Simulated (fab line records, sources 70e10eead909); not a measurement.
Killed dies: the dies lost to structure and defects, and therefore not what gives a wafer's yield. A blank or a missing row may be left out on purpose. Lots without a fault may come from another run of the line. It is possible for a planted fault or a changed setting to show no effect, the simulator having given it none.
Which tool was responsible?	flow nand harc	12 lots with 36 wafers sampled at 5 steps, on a route of 1159 steps

## WHAT THE GAUGES READ, wafer by wafer
NHARC_END_SORT_01. Usual: killed at array 28, standard deviation 8.9; killed at other 0.8, standard deviation 1.2; killed at periphery 3.3, standard deviation 2.3; killed dies 32, standard deviation 9.4; killed open 3.2, standard deviation 1.8; killed short 1.9, standard deviation 1.4.
lot	measured	on	killed at array	killed at other	killed at periphery	killed dies	killed open	killed short	flag
L289	day 21 22:43	prober-01	567 36 41	1 0 1	5 3 5	573 39 47	4 4 5	1 0 4	OFF
L294	day 23 18:05	prober-02	615 21 45	0 0 0	8 1 2	623 22 47	7 0 3	2 0 1	OFF

## WHICH TOOL RAN EACH LOT (tool, then ch and the chambers of the sampled wafers, then the start)
lot	NHARC_A_STAIRCASE_ETCH_223	NHARC_A_STAIRCASE_ETCH_227	NHARC_A_STAIRCASE_DESCUM_252	NHARC_A_STAIRCASE_ETCH_253
L279	rie diel-10 ch 0,1, day 10 17:35 or earlier	rie diel-10 ch 0,1,3, day 10 17:35 or earlier	rie diel-05 ch 0,1, day 10 17:35	rie diel-05 ch 2,3, day 10 17:40
L280	rie diel-05 ch 0,1, day 11 16:28 or earlier	rie diel-05 ch 1,3, day 11 16:28 or earlier	rie diel-01 ch 0,1, day 11 16:28	rie diel-01 ch 1,2,3, day 11 16:34
L281	rie diel-01 ch 0,1, day 11 20:34 or earlier	rie diel-01 ch 1,2,3, day 11 20:34 or earlier	rie diel-05 ch 0,3, day 11 20:34	rie diel-05 ch 0,2,3, day 11 20:39
L283	rie diel-10 ch 2,3, day 12 10:07 or earlier	rie diel-10 ch 0,1,2, day 12 10:07 or earlier	rie diel-05 ch 0,2,3, day 12 10:07	rie diel-05 ch 1,3, day 12 10:11
L284	rie diel-05 ch 0,2,3, day 12 10:32 or earlier	rie diel-05 ch 0,2,3, day 12 10:32 or earlier	rie diel-01 ch 0,3, day 12 10:32	rie diel-01 ch 1,2,3, day 12 10:38
L288	rie diel-05 ch 0,1,2, day 13 12:43 or earlier	rie diel-05 ch 0,2, day 13 12:43 or earlier	rie diel-01 ch 0,2,3, day 13 12:43	rie diel-01 ch 0,2,3, day 13 12:49
L289	rie diel-10 ch 0,1,3, day 14 01:51 or earlier	rie diel-10 ch 0,2,3, day 14 01:51 or earlier	rie diel-01 ch 0,2,3, day 14 01:51	rie diel-01 ch 0,1,2, day 14 01:56
L295	rie diel-10 ch 0,1,3, day 15 05:43 or earlier	rie diel-10 ch 1,3, day 15 05:43 or earlier	rie diel-10 ch 0,3, day 15 05:43	rie diel-10 ch 1,2,3, day 15 05:49
L294	rie diel-05 ch 1,3, day 15 06:44 or earlier	rie diel-05 ch 0,2, day 15 06:44 or earlier	rie diel-01 ch 0,3, day 15 06:44	rie diel-01 ch 0,2, day 15 06:53
L298	rie diel-10 ch 0,3, day 15 14:25 or earlier	rie diel-10 ch 0,2,3, day 15 14:25 or earlier	rie diel-05 ch 0,2, day 15 14:25	rie diel-05 ch 1,3, day 15 14:29
L296	rie diel-01 ch 0,1,2, day 15 16:02 or earlier	rie diel-01 ch 1,2,3, day 15 16:02 or earlier	rie diel-05 ch 0,1,2, day 15 16:02	rie diel-05 ch 0,1,3, day 15 16:07
L300	rie diel-10 ch 0,3, day 16 08:06 or earlier	rie diel-10 ch 0,1,3, day 16 08:06 or earlier	rie diel-05 ch 2,3, day 16 08:06	rie diel-05 ch 0,1, day 16 08:11
- NHARC_A_STAIRCASE_ETCH_223: etches the open film in C4F8/O2, target depth 100 nm, time 40.5 s.
- NHARC_A_STAIRCASE_ETCH_227: etches the open film in C4F8/O2, target depth 100 nm, time 40.5 s.
- NHARC_A_STAIRCASE_DESCUM_252: chemistry O2, time 3 s.
- NHARC_A_STAIRCASE_ETCH_253: etches the open film in C4F8/O2, target depth 50 nm, time 20.2 s.

## AS READ BY THE TOOLS THEMSELVES (means over the sampled wafers that have a number; for cases with no such wafer, the mark the record gives instead)
NHARC_A_STAIRCASE_ETCH_223. Usual: oes product au 0.943 a.u., standard deviation 0.011; rf vpp V 896 V, standard deviation 6.2; run length s 61.7 s, standard deviation 0.31.
lot	tool	oes product au (a.u.)	rf vpp V (V)	run length s (s)	flag
L279	rie diel-10	0.946	901	61.8	
L280	rie diel-05	0.934	892	61.8	
L281	rie diel-01	0.940	896	61.9	
L283	rie diel-10	0.959	902	61.4	
L284	rie diel-05	0.947	891	61.8	
L288	rie diel-05	0.933	892	61.8	
L289	rie diel-10	0.946	899	61.7	
L295	rie diel-10	0.938	899	61.8	
L294	rie diel-05	0.954	893	61.6	
L298	rie diel-10	0.950	892	61.6	
L296	rie diel-01	0.940	893	62.1	
L300	rie diel-10	0.957	895	61.5	

NHARC_A_STAIRCASE_ETCH_227. Usual: oes product au 0.944 a.u., standard deviation 0.0089; rf vpp V 896 V, standard deviation 6; run length s 61.7 s, standard deviation 0.31.
lot	tool	oes product au (a.u.)	rf vpp V (V)	run length s (s)	flag
L279	rie diel-10	0.940	899	61.9	
L280	rie diel-05	0.949	895	61.8	
L281	rie diel-01	0.948	893	62.4	
L283	rie diel-10	0.947	899	61.7	
L284	rie diel-05	0.948	893	61.8	
L288	rie diel-05	0.945	893	61.7	
L289	rie diel-10	0.939	897	62.1	
L295	rie diel-10	0.945	902	61.7	
L294	rie diel-05	0.950	891	61.7	
L298	rie diel-10	0.945	897	61.7	
L296	rie diel-01	0.938	899	62.2	
L300	rie diel-10	0.953	898	61.7	

NHARC_A_STAIRCASE_DESCUM_252. Usual: drypump motor current A 5.6 A, standard deviation 0.41; mfc ar sccm 0.017 sccm, standard deviation 0.014; oes product au 1.001 a.u., standard deviation 0.0066; rf vpp V 57.7 V, standard deviation 0.96; showerhead plenum p Torr 1.90 Torr, standard deviation 0.092; throttle valve pct 11.312 %, standard deviation 0.0094.
lot	tool	drypump motor current A (A)	mfc ar sccm (sccm)	oes product au (a.u.)	rf vpp V (V)	showerhead plenum p Torr (Torr)	throttle valve pct (%)	flag
L279	rie diel-05	6.0	0.009	0.992	57.6	1.86	11.309	
L280	rie diel-01	5.9	0.025	1.006	58.0	1.95	11.310	
L281	rie diel-05	5.7	0.022	1.000	57.0	1.80	11.310	
L283	rie diel-05	5.5	0.017	1.001	57.5	1.86	11.312	
L284	rie diel-01	5.2	0.022	0.990	57.4	1.80	11.318	
L288	rie diel-01	5.4	0.011	1.005	56.8	1.81	11.306	
L289	rie diel-01	5.3	0.011	0.991	57.7	1.81	11.315	
L295	rie diel-10	5.2	0.025	0.998	57.4	1.86	11.318	
L294	rie diel-01	5.2	0.022	1.001	57.3	1.99	11.314	
L298	rie diel-05	5.6	0.018	1.004	57.7	1.97	11.320	
L296	rie diel-05	5.8	0.013	0.998	57.3	1.96	11.300	
L300	rie diel-05	5.1	0.012	1.001	57.6	1.88	11.306	

NHARC_A_STAIRCASE_ETCH_253. Usual: oes product au 0.949 a.u., standard deviation 0.02; rf vpp V 895 V, standard deviation 6; run length s 41.5 s, standard deviation 0.34.
lot	tool	oes product au (a.u.)	rf vpp V (V)	run length s (s)	flag
L279	rie diel-05	0.978	895	41.3	
L280	rie diel-01	0.970	892	41.8	
L281	rie diel-05	0.958	893	41.2	
L283	rie diel-05	0.923	895	41.3	
L284	rie diel-01	0.922	892	41.8	
L288	rie diel-01	0.921	890	41.7	
L289	rie diel-01	0.967	893	38.3	OFF
L295	rie diel-10	0.963	902	41.7	
L294	rie diel-01	0.953	890	38.3	OFF
L298	rie diel-05	0.962	894	41.5	
L296	rie diel-05	0.945	899	41.4	
L300	rie diel-05	0.954	898	41.6	

## THE ANSWER, worked out from the rows above alone
Rule: take the mean of a lot's wafers that have a number; if it is more than 3 standard deviations from the usual mean, the lot is off. Also off: a lot with no number at a reading for which 4 or more lots have one. Where the step has rows for the other lots, those lots are counted as sound. First the gauges in route order, then the tools' own readings, where a lot's mean is used as printed above. The first step at which some lot is off is used, and at that step the reading that is off furthest; a lot without a number counts as furthest.
Off: L289, L294 (NHARC_END_SORT_01, killed at array). Neither off nor sound, because the step has no rows for them: L279, L280, L281, L283, L284, L288, L295, L298, L296, L300.
A tool fits if, at a process step before that reading, it ran every lot that is off, and no sound lot after the first of them. The gauges at NHARC_END_SORT_01 aren't tried: what is off there is off at NHARC_A_STAIRCASE_ETCH_253 too, on other tools, and a gauge's error can't cause that. With no start given for some of its lots, NHARC_A_STAIRCASE_ETCH_223 uses the hours and lot order of NHARC_A_STAIRCASE_DESCUM_252. With no start given for some of its lots, NHARC_A_STAIRCASE_ETCH_227 uses the hours and lot order of NHARC_A_STAIRCASE_DESCUM_252. One candidate fits, namely rie diel-01 at NHARC_A_STAIRCASE_DESCUM_252 and NHARC_A_STAIRCASE_ETCH_253. It ran no sound lot before its first lot that is off in this sample, so the start can't be narrowed down.

## WHAT HAD BEEN PUT IN BY THE SIMULATOR
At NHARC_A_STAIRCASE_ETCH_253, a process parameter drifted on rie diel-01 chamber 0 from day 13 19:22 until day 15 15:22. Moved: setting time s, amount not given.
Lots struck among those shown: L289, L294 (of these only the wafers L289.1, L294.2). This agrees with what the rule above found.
